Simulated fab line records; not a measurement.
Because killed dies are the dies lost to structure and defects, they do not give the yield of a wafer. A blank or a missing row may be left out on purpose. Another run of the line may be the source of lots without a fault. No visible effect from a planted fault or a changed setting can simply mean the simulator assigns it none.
Chamber matching | flow nand-harc | 4 sister chambers for NHARC_A_CONTACT_DESCUM_74 on rie-diel-07
The step chemistry O2, time 3 s. 8 wafers are shown with their chamber, then 9 later ones without.

## EACH WAFER AND ITS CHAMBER
wafer  | chamber | showerhead-plenum-p-Torr (Torr) | drypump-motor-current-A (A)
L160.3 | 1       | 1.90                            | 5.5
L160.6 | 0       | 1.83                            | 6.6
L168.3 | 0       | 1.82                            | 6.6
L168.5 | 1       | 1.89                            | 5.6
L171.3 | 2       | 1.90                            | 5.9
L172.1 | 3       | 1.77                            | 6.1
L172.4 | 2       | 1.89                            | 5.9
L172.5 | 3       | 1.78                            | 6.1

## WAFERS WHOSE CHAMBER IS MISSING
wafer  | showerhead-plenum-p-Torr (Torr) | drypump-motor-current-A (A)
L175.4 | 1.77                            | 6.1
L175.5 | 1.82                            | 6.6
L175.6 | 1.77                            | 6.1
L177.4 | 1.89                            | 5.5
L177.5 | 1.89                            | 6.0
L177.6 | 1.89                            | 5.5
L178.3 | 1.89                            | 5.5
L178.4 | 1.89                            | 5.9
L178.5 | 1.89                            | 5.6

## EACH ONE'S CHAMBER
wafer  | from the rows above | in truth
L175.4 | 3                   | 3
L175.5 | 0                   | 0
L175.6 | 3                   | 3
L177.4 | 1                   | 1
L177.5 | 2                   | 2
L177.6 | 1                   | 1
L178.3 | 1                   | 1
L178.4 | 2                   | 2
L178.5 | 1                   | 1
Correct placement for 9 of the 9. Can't be placed from these rows: 0. Number placed wrongly: 0.
How it was worked out, from the rows above alone: a wafer's distance from a chamber is the root of the sum, over the readings, of the square of ((its reading less the chamber's mean) divided by the reading's scatter). If the next closest chamber is less than 2 further off than the closest, the wafer can't be placed; otherwise it belongs to the closest. Each chamber's mean is taken over the wafers shown for it. The scatter: take each reading less its chamber's mean, square it, sum over the shown wafers, divide by the number of wafers less the number of chambers, and take the root.
